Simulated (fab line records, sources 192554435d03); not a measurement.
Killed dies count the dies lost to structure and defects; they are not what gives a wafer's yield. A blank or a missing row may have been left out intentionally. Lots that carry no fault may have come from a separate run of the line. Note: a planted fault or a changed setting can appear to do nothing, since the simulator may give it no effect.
The tool behind it: which one?    flow n5-finfet    Sampling: 24 lots, 72 wafers, 6 of 1938 route steps

== WHAT THE GAUGES SHOWED, per wafer ==
N5_BEOL_M6_CD_MEAS_35: target cd 40 nm, target cd y 28 nm. Usual: 40.4 nm for cd-nm, sd 0.69.
lot   measured      on         cd-nm (nm)      flag
L074  day 8 04:54   cd-sem-01  41.0 41.6 40.8  
L075  day 8 20:07   cd-sem-01  40.7 40.2 39.2  
L078  day 9 02:44   cd-sem-01  40.1 39.6 38.8  
L077  day 9 09:09   cd-sem-01  40.7 40.5 40.0  
L076  day 9 09:40   cd-sem-01  39.8 39.7 39.5  
L079  day 9 11:31   cd-sem-02  40.0 40.4 39.8  
L080  day 9 21:58   cd-sem-01  40.5 39.8 40.2  
L081  day 10 08:01  cd-sem-02  40.4 40.2 39.9  
L083  day 10 11:34  cd-sem-01  40.6 40.2 40.5  
L082  day 10 16:09  cd-sem-02  41.5 40.0 40.0  
L084  day 10 18:18  cd-sem-02  40.6 40.0 39.3  
L085  day 11 14:08  cd-sem-02  40.9 41.0 41.6  
L086  day 11 20:31  cd-sem-02  41.8 41.3 41.1  
L087  day 11 20:41  cd-sem-02  40.3 40.5 41.1  
L088  day 11 22:37  cd-sem-01  40.2 40.0 39.7  
L089  day 12 00:49  cd-sem-02  39.4 40.9 40.2  
L090  day 12 16:20  cd-sem-01  39.4 39.8 40.1  
L092  day 12 23:07  cd-sem-02  41.0 40.0 40.2  
L091  day 12 23:31  cd-sem-01  40.5 41.6 41.8  
L093  day 13 07:52  cd-sem-01  40.4 40.4 40.7  
L095  day 13 22:33  cd-sem-02  40.8 40.9 41.1  
L094  day 14 03:05  cd-sem-02  39.6 40.2 40.7  
L096  day 14 03:29  cd-sem-01  40.9 40.6 41.2  
L097  day 14 20:14  cd-sem-03  40.8 39.6 41.1  

N5_BEOL_M7_INSPECT_13: inspects for defects (brightfield). Usual: 372 for raw-defect-count, sd 96.
lot   measured      on                 raw-defect-count  flag
L074  day 8 13:16   defect-inspect-02  420 513 291       
L075  day 9 00:59   defect-inspect-02  384 289 379       
L078  day 9 09:35   defect-inspect-01  520 398 389       
L077  day 9 13:08   defect-inspect-02  530 503 355       
L076  day 9 15:49   defect-inspect-01  443 413 424       
L079  day 9 16:39   defect-inspect-02  366 333 313       
L080  day 10 03:25  defect-inspect-01  463 311 275       
L081  day 10 14:26  defect-inspect-01  316 257 261       
L083  day 10 15:32  defect-inspect-02  263 229 237       
L082  day 10 20:55  defect-inspect-02  282 329 317       
L084  day 11 00:02  defect-inspect-02  417 315 368       
L085  day 11 20:51  defect-inspect-02  281 239 212       
L086  day 12 01:40  defect-inspect-02  369 379 524       
L087  day 12 01:53  defect-inspect-01  418 300 278       
L088  day 12 04:10  defect-inspect-01  334 321 317       
L089  day 12 04:47  defect-inspect-02  471 327 431       
L090  day 12 21:25  defect-inspect-01  251 312 254       
L092  day 13 05:51  defect-inspect-02  396 334 399       
L091  day 13 06:40  defect-inspect-02  568 474 730       
L093  day 13 11:34  defect-inspect-01  282 257 309       
L095  day 14 02:38  defect-inspect-02  301 231 376       
L094  day 14 06:26  defect-inspect-02  367 483 352       
L096  day 14 08:26  defect-inspect-01  370 405 394       
L097  day 15 00:19  defect-inspect-01  676 523 575       

N5_BEOL_M8_CD_MEAS_18: pitch 80 nm, target cd 40 nm. Usual: 39.9 nm for cd-nm, sd 0.57.
lot   measured      on         cd-nm (nm)      flag
L074  day 8 20:56   cd-sem-01  38.8 39.3 40.5  
L075  day 9 10:26   cd-sem-01  39.7 40.6 40.4  
L078  day 9 16:54   cd-sem-01  40.1 39.7 39.6  
L077  day 9 20:23   cd-sem-02  40.2 40.5 40.7  
L076  day 9 23:07   cd-sem-01  38.9 38.8 39.3  
L079  day 10 02:47  cd-sem-01  39.8 40.4 41.0  
L080  day 10 13:19  cd-sem-02  40.5 40.4 40.5  
L081  day 10 21:16  cd-sem-02  40.1 41.0 39.9  
L083  day 10 21:34  cd-sem-01  40.3 39.4 39.2  
L082  day 11 06:46  cd-sem-01  39.4 40.0 39.1  
L084  day 11 07:50  cd-sem-02  40.0 39.2 38.9  
L085  day 12 03:13  cd-sem-02  39.6 39.9 39.5  
L086  day 12 09:03  cd-sem-02  39.7 38.8 39.1  
L087  day 12 09:13  cd-sem-01  39.6 40.3 39.9  
L088  day 12 12:19  cd-sem-02  39.4 39.6 40.6  
L089  day 12 12:38  cd-sem-02  39.0 39.5 38.9  
L090  day 13 06:30  cd-sem-01  40.8 40.7 40.7  
L092  day 13 21:49  cd-sem-02  40.8 39.3 40.1  
L091  day 13 21:39  cd-sem-02  39.4 39.9 40.1  
L093  day 14 04:33  cd-sem-01  40.0 39.8 40.0  
L095  day 14 10:37  cd-sem-02  40.2 39.3 40.3  
L094  day 14 16:02  cd-sem-01  39.7 39.8 40.2  
L096  day 14 21:41  cd-sem-01  39.9 39.4 40.6  
L097  day 15 08:33  cd-sem-03  39.7 39.9 40.7  

== WHAT TOOL EACH LOT RAN ON (gives the tool, then ch and the chambers of the sampled wafers, and finally the start) ==
lot   N5_BEOL_M6_ETCH_61                  N5_BEOL_M7_ETCH_61                  N5_BEOL_M8_ILD_DEP_00
L074  rie-diel-06 ch 0,1,3, day 8 02:51   rie-diel-03 ch 0,1,2, day 8 13:20   pecvd-01 ch 0,1,2, day 8 17:26
L075  rie-diel-02 ch 0,1,2, day 8 16:50   rie-diel-03 ch 0,1, day 9 01:03     pecvd-03 ch 0,1, day 9 06:38
L078  rie-diel-01 ch 0,2,3, day 9 01:09   rie-diel-05 ch 0,1,2, day 9 09:41   pecvd-01 ch 0,1,2, day 9 13:47
L077  rie-diel-01 ch 0,1,3, day 9 06:12   rie-diel-05 ch 1,2,3, day 9 13:13   pecvd-02 ch 0,2, day 9 18:31
L076  rie-diel-06 ch 2,3, day 9 06:18     rie-diel-03 ch 0,1,2, day 9 15:53   pecvd-02 ch 0,1,2, day 9 20:08
L079  rie-diel-01 ch 1,2,3, day 9 10:03   rie-diel-03 ch 0,1,3, day 9 16:43   pecvd-02 ch 0,1,2, day 9 22:47
L080  rie-diel-01 ch 0,1,2, day 9 19:43   rie-diel-03 ch 1,3, day 10 03:29    pecvd-02 ch 1,2, day 10 08:20
L081  rie-diel-02 ch 0,2,3, day 10 05:47  rie-diel-05 ch 0,3, day 10 14:30    pecvd-03 ch 1,2, day 10 18:08
L083  rie-diel-02 ch 1,3, day 10 08:27    rie-diel-05 ch 0,2,3, day 10 15:37  pecvd-02 ch 0,2, day 10 19:13
L082  rie-diel-02 ch 0,1,2, day 10 12:53  rie-diel-03 ch 0,1,3, day 10 20:59  pecvd-02 ch 1,2, day 11 03:38
L084  rie-diel-01 ch 0,1,2, day 10 15:16  rie-diel-04 ch 0,1,3, day 11 00:25  pecvd-02 ch 0,1,2, day 11 04:58
L085  rie-diel-02 ch 0,1,2, day 11 11:31  rie-diel-05 ch 2,3, day 11 20:55    pecvd-03 ch 0,2, day 12 01:17
L086  rie-diel-02 ch 0,1,3, day 11 16:31  rie-diel-05 ch 0,1,3, day 12 01:50  pecvd-01 ch 1,2, day 12 06:18
L087  rie-diel-06 ch 0,1,3, day 11 16:44  rie-diel-03 ch 0,1,2, day 12 02:18  pecvd-03 ch 1,2, day 12 06:50
L088  rie-diel-06 ch 0,1,3, day 11 20:54  rie-diel-03 ch 2,3, day 12 04:14    pecvd-03 ch 0,1, day 12 08:34
L089  rie-diel-02 ch 0,1,3, day 11 23:16  rie-diel-03 ch 1,2,3, day 12 05:02  pecvd-01 ch 0,1,2, day 12 09:28
L090  rie-diel-02 ch 2,3, day 12 12:24    rie-diel-04 ch 0,2,3, day 12 21:34  pecvd-01 ch 0,1,2, day 13 03:20
L092  rie-diel-01 ch 1,3, day 12 21:08    rie-diel-05 ch 2,3, day 13 05:55    pecvd-03 ch 0,1, day 13 18:36
L091  rie-diel-02 ch 0,2, day 12 21:48    rie-diel-03 ch 0,2, day 13 06:44    pecvd-01 ch 0,1, day 13 17:04
L093  rie-diel-01 ch 0,1,2, day 13 05:49  rie-diel-03 ch 0,1,3, day 13 11:38  pecvd-03 ch 0,1,2, day 14 01:08
L095  rie-diel-01 ch 0,1,3, day 13 16:07  rie-diel-04 ch 0,2,3, day 14 02:43  pecvd-02 ch 0,1,2, day 14 08:33
L094  rie-diel-06 ch 0,1,3, day 13 22:59  rie-diel-03 ch 0,1, day 14 06:30    pecvd-02 ch 0,1, day 14 10:05
L096  rie-diel-02 ch 1,3, day 14 01:16    rie-diel-04 ch 0,2,3, day 14 09:15  pecvd-03 ch 0,1,2, day 14 18:24
L097  rie-diel-02 ch 0,2,3, day 14 18:12  rie-diel-03 ch 1,2, day 15 00:23    pecvd-03 ch 0,1,2, day 15 05:56
- N5_BEOL_M6_ETCH_61: etches SiARC in CF4, target depth 45.5 nm, time 75.8 s.
- N5_BEOL_M7_ETCH_61: etches SiARC in CF4, target depth 45.5 nm, time 75.8 s.
- N5_BEOL_M8_ILD_DEP_00: deposits SiCOH lowk from DEMS/porogen, target thk 179.75 nm, time 33.4 s.

== AS READ BY THE TOOLS THEMSELVES (means over the sampled wafers that have a number; for cases with no such wafer, the mark the record gives instead) ==
N5_BEOL_M6_ETCH_61. Usual: drypump-motor-current-A 5.7 A, standard deviation 0.48; etch-rf-on-time-s 74.8 s, standard deviation 1.7; mfc-ar-sccm 100.0 sccm, standard deviation 0.31; oes-product-au 0.70 a.u., standard deviation 0.067; rf-vpp-V 184.0 V, standard deviation 1.3; showerhead-plenum-p-Torr 2.14 Torr, standard deviation 0.074; throttle-valve-pct 15.59 %, standard deviation 0.19.
lot   tool         drypump-motor-current-A (A)  etch-rf-on-time-s (s)  mfc-ar-sccm (sccm)  oes-product-au (a.u.)  rf-vpp-V (V)  showerhead-plenum-p-Torr (Torr)  throttle-valve-pct (%)  flag
L074  rie-diel-06  5.9                          71.9                   99.7                0.76                   184.9         2.14                             15.45                   
L075  rie-diel-02  5.9                          74.5                   100.3               0.73                   184.4         2.18                             15.48                   
L078  rie-diel-01  5.4                          76.8                   100.1               0.72                   184.8         2.13                             15.46                   
L077  rie-diel-01  5.0                          77.3                   100.0               0.66                   182.0         2.08                             15.67                   
L076  rie-diel-06  5.6                          72.1                   100.3               0.67                   182.8         2.11                             15.77                   
L079  rie-diel-01  5.5                          76.6                   99.9                0.72                   183.8         2.11                             15.61                   
L080  rie-diel-01  5.3                          76.4                   100.3               0.67                   184.4         2.11                             15.68                   
L081  rie-diel-02  5.8                          73.8                   99.9                0.77                   184.2         2.19                             15.51                   
L083  rie-diel-02  6.2                          73.9                   99.8                0.75                   184.4         2.09                             15.54                   
L082  rie-diel-02  5.9                          74.4                   99.9                0.71                   184.8         2.18                             15.51                   
L084  rie-diel-01  5.3                          75.7                   99.5                0.66                   184.3         2.11                             15.69                   
L085  rie-diel-02  5.9                          74.7                   100.0               0.70                   183.4         2.18                             15.53                   
L086  rie-diel-02  6.0                          74.5                   100.3               0.71                   184.0         2.15                             15.56                   
L087  rie-diel-06  5.8                          71.7                   100.0               0.72                   183.7         2.13                             15.51                   
L088  rie-diel-06  5.8                          72.5                   100.1               0.72                   184.2         2.13                             15.51                   
L089  rie-diel-02  6.0                          74.1                   100.0               0.71                   184.5         2.14                             15.55                   
L090  rie-diel-02  5.9                          73.4                   100.3               0.74                   184.6         2.15                             15.54                   
L092  rie-diel-01  5.2                          75.3                   99.9                0.68                   183.5         2.07                             15.65                   
L091  rie-diel-02  5.6                          74.2                   99.8                0.72                   184.5         2.23                             15.56                   
L093  rie-diel-01  5.3                          77.6                   100.0               0.64                   183.8         2.10                             15.74                   
L095  rie-diel-01  5.0                          76.4                   99.8                0.63                   182.8         2.07                             15.73                   
L094  rie-diel-06  5.8                          73.4                   99.9                0.70                   185.0         2.13                             15.55                   
L096  rie-diel-02  6.2                          75.1                   99.9                0.71                   182.7         2.08                             15.61                   
L097  rie-diel-02  5.8                          73.8                   100.1               0.72                   184.6         2.18                             15.59                   

N5_BEOL_M7_ETCH_61. Usual: drypump-motor-current-A 5.85 A, standard deviation 0.24; etch-rf-on-time-s 75.5 s, standard deviation 1.2; mfc-ar-sccm 100.0 sccm, standard deviation 0.32; oes-product-au 0.66 a.u., standard deviation 0.073; rf-vpp-V 184.1 V, standard deviation 1.3; showerhead-plenum-p-Torr 2.15 Torr, standard deviation 0.082; throttle-valve-pct 15.72 %, standard deviation 0.23.
lot   tool         drypump-motor-current-A (A)  etch-rf-on-time-s (s)  mfc-ar-sccm (sccm)  oes-product-au (a.u.)  rf-vpp-V (V)  showerhead-plenum-p-Torr (Torr)  throttle-valve-pct (%)  flag
L074  rie-diel-03  5.87                         75.4                   100.1               0.64                   183.8         2.14                             15.79                   
L075  rie-diel-03  6.03                         76.0                   100.1               0.63                   183.8         2.11                             15.85                   
L078  rie-diel-05  5.76                         76.0                   100.1               0.63                   184.2         2.17                             15.83                   
L077  rie-diel-05  5.83                         75.4                   100.1               0.65                   184.8         2.15                             15.75                   
L076  rie-diel-03  5.86                         76.5                   100.1               0.63                   183.6         2.13                             15.81                   
L079  rie-diel-03  5.86                         74.6                   100.0               0.70                   183.3         2.15                             15.64                   
L080  rie-diel-03  5.65                         74.4                   99.8                0.70                   183.5         2.13                             15.63                   
L081  rie-diel-05  5.86                         76.3                   100.1               0.59                   182.5         2.09                             16.00                   
L083  rie-diel-05  5.88                         74.5                   100.0               0.65                   183.8         2.14                             15.88                   
L082  rie-diel-03  5.88                         75.1                   99.8                0.68                   184.5         2.15                             15.66                   
L084  rie-diel-04  5.93                         76.1                   100.3               0.64                   183.3         2.09                             15.69                   
L085  rie-diel-05  5.89                         73.9                   99.9                0.69                   184.5         2.19                             15.78                   
L086  rie-diel-05  5.82                         75.7                   100.0               0.75                   182.9         2.09                             15.58                   
L087  rie-diel-03  5.86                         76.2                   99.9                0.61                   184.7         2.13                             15.85                   
L088  rie-diel-03  5.73                         74.7                   100.1               0.68                   185.6         2.23                             15.61                   
L089  rie-diel-03  5.70                         76.4                   100.1               0.68                   184.7         2.18                             15.63                   
L090  rie-diel-04  5.79                         77.1                   99.7                0.64                   183.8         2.15                             15.69                   
L092  rie-diel-05  5.94                         75.4                   100.1               0.65                   184.5         2.12                             15.82                   
L091  rie-diel-03  6.07                         75.1                   99.8                0.61                   184.7         2.14                             15.88                   
L093  rie-diel-03  5.88                         74.3                   100.3               0.66                   184.6         2.14                             15.70                   
L095  rie-diel-04  5.80                         76.6                   99.8                0.64                   184.3         2.15                             15.72                   
L094  rie-diel-03  6.06                         75.5                   100.5               0.60                   184.2         2.09                             15.93                   
L096  rie-diel-04  5.77                         76.9                   100.3               0.64                   184.5         2.15                             15.72                   
L097  rie-diel-03  5.62                         76.0                   99.8                0.61                   184.0         2.10                             15.86                   

N5_BEOL_M8_ILD_DEP_00. Usual: heater-power-w 319 W, standard deviation 38; showerhead-plenum-p-Torr 5.742 Torr, standard deviation 0.014; throttle-valve-pct 14.2 %, standard deviation 0.68.
lot   tool      heater-power-w (W)  showerhead-plenum-p-Torr (Torr)  throttle-valve-pct (%)  flag
L074  pecvd-01  321                 5.733                            13.9                    
L075  pecvd-03  338                 5.757                            14.7                    
L078  pecvd-01  306                 5.734                            13.8                    
L077  pecvd-02  326                 5.731                            14.2                    
L076  pecvd-02  322                 5.732                            13.9                    
L079  pecvd-02  328                 5.735                            14.2                    
L080  pecvd-02  298                 5.737                            13.6                    
L081  pecvd-03  332                 5.747                            14.4                    
L083  pecvd-02  267                 5.738                            13.8                    
L082  pecvd-02  351                 5.739                            14.0                    
L084  pecvd-02  321                 5.741                            14.2                    
L085  pecvd-03  330                 5.749                            14.1                    
L086  pecvd-01  328                 5.730                            13.6                    
L087  pecvd-03  292                 5.749                            14.1                    
L088  pecvd-03  348                 5.743                            14.7                    
L089  pecvd-01  312                 5.737                            13.9                    
L090  pecvd-01  312                 5.738                            13.9                    
L092  pecvd-03  335                 5.759                            14.8                    
L091  pecvd-01  301                 5.737                            14.9                    
L093  pecvd-03  322                 5.750                            14.3                    
L095  pecvd-02  325                 5.725                            14.2                    
L094  pecvd-02  359                 5.733                            14.5                    
L096  pecvd-03  338                 5.755                            14.5                    
L097  pecvd-03  296                 5.752                            14.4                    

== THE ANSWER, worked out from the rows above alone ==
Rule: lot off if the mean of its wafers having a number is beyond 3 standard deviations from the usual mean. A lot without any number at a reading at which 4 lots or more have one is off too. All remaining lots with rows at the step are treated as sound. After the gauges, taken in route order, come the tools' own readings; for these a lot's mean is taken, as printed above. At the first step where some lot is off, the reading lying furthest off is the one used; lots without a number count as furthest.
None of the lots is off at any reading shown; this tells nothing.

== WHAT THE SIMULATOR HAD INSERTED ==
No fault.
